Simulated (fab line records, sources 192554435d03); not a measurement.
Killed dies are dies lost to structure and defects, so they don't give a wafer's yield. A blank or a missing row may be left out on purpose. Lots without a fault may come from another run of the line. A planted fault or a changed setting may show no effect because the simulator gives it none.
One fault seen from 3 desks | flow n5_finfet | each desk has only its own numbers; what lay behind them comes last

THE METROLOGY DESK
What the gauges read, lot by lot, whatever tool the lot ran on: means of the sampled wafers that have a number. A lot is out of limits, marked OUT, if its mean lies more than 4 standard deviations from the usual mean; the brackets give that distance. Of its 13 readings 7 are shown: those that lie furthest out on some lot.
Columns: A = NDIPOLE_OVL at N5_HKMG_FIN_OVL_MEAS_50, usual 0.5 nm; B = DIBL_P at N5_BEOL_M4_RC_MEAS_101, usual 36.0 mV/V; C = EOT_N at N5_BEOL_M4_RC_MEAS_101, usual 10.53; D = EOT_P at N5_BEOL_M4_RC_MEAS_101, usual 10.48; E = ION_N at N5_BEOL_M4_RC_MEAS_101, usual 673 uA/um; F = VT_N at N5_BEOL_M4_RC_MEAS_101, usual 250 mV; G = VT_P at N5_BEOL_M4_RC_MEAS_101, usual -250 mV
lot  | first seen here | A    | B    | C     | D     | E   | F   | G
L744 | day 4 14:06     | 0.6  | 36.6 | 10.44 | 10.35 | 674 | 249 | -255
L745 | day 4 21:52     | 0.5  | 35.5 | 10.56 | 10.40 | 670 | 253 | -254
L746 | day 5 04:05     | -0.1 | 37.4 | 10.66 | 10.47 | 670 | 251 | -247
L747 | day 5 09:25     | 0.4  | 35.3 | 10.56 | 10.47 | 664 | 252 | -250
L750 | day 6 02:13     | 0.7  | 35.5 | 10.51 | 10.49 | 674 | 250 | -249
L756 | day 7 13:49     | 0.3  | 36.5 | 10.78 | 10.67 | 675 | 250 | -248
L757 | day 7 23:18     | 0.2  | 36.8 | 10.52 | 10.49 | 680 | 248 | -253
L758 | day 8 01:51     | 1.3  | 38.4 | 10.69 | 10.71 | 664 | 250 | -247
L761 | day 8 17:50     | 1.1  | 34.7 | 10.48 | 10.42 | 664 | 253 | -251
L765 | day 9 16:43     | -0.9 | 37.2 | 10.42 | 10.36 | 686 | 247 | -251
This desk's finding: nothing out of limits on any of the 10 lots.

THE TOOL OWNER'S DESK: thermal_cvd_si-01
The tool's own readings at N5_HKMG_FIN_CVD_62 (deposits a-Si from Si2H6, target thk 3 nm, time 20.8 s): means of the sampled wafers that have a number, for each lot that ran on this tool. A lot is out of limits, marked OUT, if its mean lies more than 4 standard deviations from the usual mean; the brackets give that distance.
Columns: A = heater_power_w at N5_HKMG_FIN_CVD_62, usual 1300 W; B = susceptor_temp_C at N5_HKMG_FIN_CVD_62, usual 500.00 C
lot  | first seen here | A    | B
L744 | day 4 15:58     | 1409 | 499.99
L746 | day 5 05:58     | 1268 | 500.09
L750 | day 6 04:10     | 1550 | 499.83
L756 | day 7 15:42     | 1299 | 487.42 (-57) OUT
L758 | day 8 03:38     | 1300 | 487.48 (-57) OUT
This desk's finding: out of limits on L756, L758; first on L756, day 7 15:42 (susceptor_temp_C at N5_HKMG_FIN_CVD_62). In limits: L744, L746, L750.

THE DEFECT DESK
What the inspections along the route counted, lot by lot: means of the sampled wafers that have a number. A lot is out of limits, marked OUT, if its mean lies more than 4 standard deviations from the usual mean; the brackets give that distance.
Columns: A = raw_defect_count at N5_HKMG_FIN_INSPECT_61, usual 2.0
lot  | first seen here | A
L744 | day 4 14:07     | 2.7
L745 | day 4 21:53     | 2.7
L746 | day 5 04:07     | 1.0
L747 | day 5 09:27     | 1.7
L750 | day 6 02:14     | 1.7
L756 | day 7 13:50     | 2.3
L757 | day 7 23:19     | 2.0
L758 | day 8 01:52     | 1.0
L761 | day 8 17:52     | 2.3
L765 | day 9 16:44     | 1.3
This desk's finding: nothing out of limits on any of the 10 lots.

PUT TOGETHER
The tool owner's desk could have raised an alarm at day 7 15:42, on L756, L758.
The metrology desk saw nothing out of limits.
The defect desk saw nothing out of limits.
The metrology desk has L756, L758 on record, within its limits.
The defect desk has L756, L758 on record, within its limits.
Of the lots named, all ran N5_HKMG_FIN_CVD_62 on thermal_cvd_si-01.

WHAT THE SIMULATOR HAD PUT IN
Process parameter drift: thermal_cvd_si-01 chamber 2, from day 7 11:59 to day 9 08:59, at N5_HKMG_FIN_CVD_62. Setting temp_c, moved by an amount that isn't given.
Lots struck among those shown: L756, L758.
Hours from the fault's start to each desk's first reading out of limits: the tool owner's desk, 4.
